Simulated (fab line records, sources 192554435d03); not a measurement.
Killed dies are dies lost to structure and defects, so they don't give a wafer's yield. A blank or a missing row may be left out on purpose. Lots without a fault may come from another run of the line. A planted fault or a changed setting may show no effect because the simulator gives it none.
Chamber matching | flow n5_finfet | N5_BEOL_M6_PECVD_70 on pecvd-03: 3 sister chambers
The step deposits SiO2 from TEOS/O2, target thk 20 nm, time 22.7 s. 3 wafers are shown with their chamber, then 9 later ones without.

WAFERS WITH THEIR CHAMBER
wafer  | chamber | showerhead_plenum_p_Torr (Torr)
L086.4 | 2       | 8.71
L086.5 | 0       | 8.78
L086.6 | 1       | 8.87

WAFERS WITHOUT THEIR CHAMBER
wafer  | showerhead_plenum_p_Torr (Torr)
L088.2 | 8.89
L088.3 | 8.72
L088.5 | 8.70
L092.2 | 8.72
L092.3 | 8.78
L092.5 | 8.72
L097.1 | 8.72
L097.2 | 8.79
L097.3 | 8.87

WHICH CHAMBER EACH WENT THROUGH
wafer  | from the rows above | in truth
L088.2 | 1                   | 1
L088.3 | 2                   | 2
L088.5 | 2                   | 2
L092.2 | 2                   | 2
L092.3 | 0                   | 0
L092.5 | 2                   | 2
L097.1 | 2                   | 2
L097.2 | 0                   | 0
L097.3 | 1                   | 1
Placed correctly: 9 of 9. Can't be placed from these rows: 0. Placed wrongly: 0.
How it was worked out, from the rows above alone: a wafer's distance from a chamber is the root of the sum, over the readings, of the square of ((its reading less the chamber's mean) divided by the reading's scatter). The wafer belongs to the nearest chamber; if the next one is less than 2 further off, it can't be placed. A chamber's mean is the mean of its shown wafers. The scatter: with one shown wafer a chamber, the root of the mean of the squares of how far each hidden wafer lies from its nearest shown one.
